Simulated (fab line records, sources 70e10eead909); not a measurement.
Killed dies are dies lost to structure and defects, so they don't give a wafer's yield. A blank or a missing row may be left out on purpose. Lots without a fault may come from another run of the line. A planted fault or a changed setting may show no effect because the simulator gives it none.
Chamber matching | flow nand_harc | NHARC_A_M1_ETCH_35 on rie_diel-13: 4 sister chambers
The step etches the open film in N2/H2, target depth 40 nm, overetch 12 nm, time 43.94 s. 4 wafers are shown with their chamber, then 8 later ones without.

WAFERS WITH THEIR CHAMBER
wafer  | chamber | drypump_motor_current_A (A)
L093.5 | 2       | 5.8
L093.2 | 1       | 5.4
L093.4 | 3       | 5.7
L096.1 | 0       | 5.2

WAFERS WITHOUT THEIR CHAMBER
wafer  | drypump_motor_current_A (A)
L096.2 | 5.8
L096.3 | 5.4
L095.1 | 5.4
L095.2 | 5.8
L095.5 | 5.4
L097.2 | 5.2
L097.3 | 5.5
L097.5 | 5.8

WHICH CHAMBER EACH WENT THROUGH
wafer  | from the rows above | in truth
L096.2 | 2                   | 2
L096.3 | 1                   | 1
L095.1 | 1                   | 1
L095.2 | 2                   | 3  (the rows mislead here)
L095.5 | 1                   | 1
L097.2 | 0                   | 0
L097.3 | 1                   | 1
L097.5 | 2                   | 2
Placed correctly: 7 of 8. Can't be placed from these rows: 0. Placed wrongly: 1.
How it was worked out, from the rows above alone: a wafer's distance from a chamber is the root of the sum, over the readings, of the square of ((its reading less the chamber's mean) divided by the reading's scatter). The wafer belongs to the nearest chamber; if the next one is less than 2 further off, it can't be placed. A chamber's mean is the mean of its shown wafers. The scatter: with one shown wafer a chamber, the root of the mean of the squares of how far each hidden wafer lies from its nearest shown one.
